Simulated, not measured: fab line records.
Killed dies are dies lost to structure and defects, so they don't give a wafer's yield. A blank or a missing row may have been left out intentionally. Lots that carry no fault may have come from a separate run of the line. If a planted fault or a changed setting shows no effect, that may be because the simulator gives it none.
Matching of chambers    flow nand_harc    NHARC_P_CONTACT_DESCUM_17 on rie_diel-10: 4 sister chambers
The step chemistry O2, time 3 s. 4 wafers are shown with their chamber, then 7 later ones without.

## WAFERS, EACH WITH ITS CHAMBER
wafer   chamber  drypump_motor_current_A (A)
L079.1  2        6.1
L079.5  1        4.8
L084.1  3        5.6
L084.5  0        6.5

## WAFERS WHOSE CHAMBER IS MISSING
wafer   drypump_motor_current_A (A)
L084.6  4.8
L088.2  6.4
L088.5  5.6
L088.6  6.5
L093.4  6.1
L093.5  6.1
L093.6  4.8

## CHAMBER TAKEN BY EACH
wafer   from the rows above  in truth
L084.6  1                    1
L088.2  0                    0
L088.5  3                    3
L088.6  0                    0
L093.4  2                    2
L093.5  2                    2
L093.6  1                    1
Correctly placed: 7 of 7. Number that these rows cannot place: 0. Number placed wrongly: 0.
How it was worked out, from the rows above alone: a wafer's distance from a chamber is the root of the sum, over the readings, of the square of ((its reading less the chamber's mean) divided by the reading's scatter). If the next closest chamber is less than 2 further off than the closest, the wafer can't be placed; otherwise it belongs to the closest. The mean given for a chamber averages the wafers shown for that chamber. The scatter: with one shown wafer a chamber, the root of the mean of the squares of how far each hidden wafer lies from its nearest shown one.
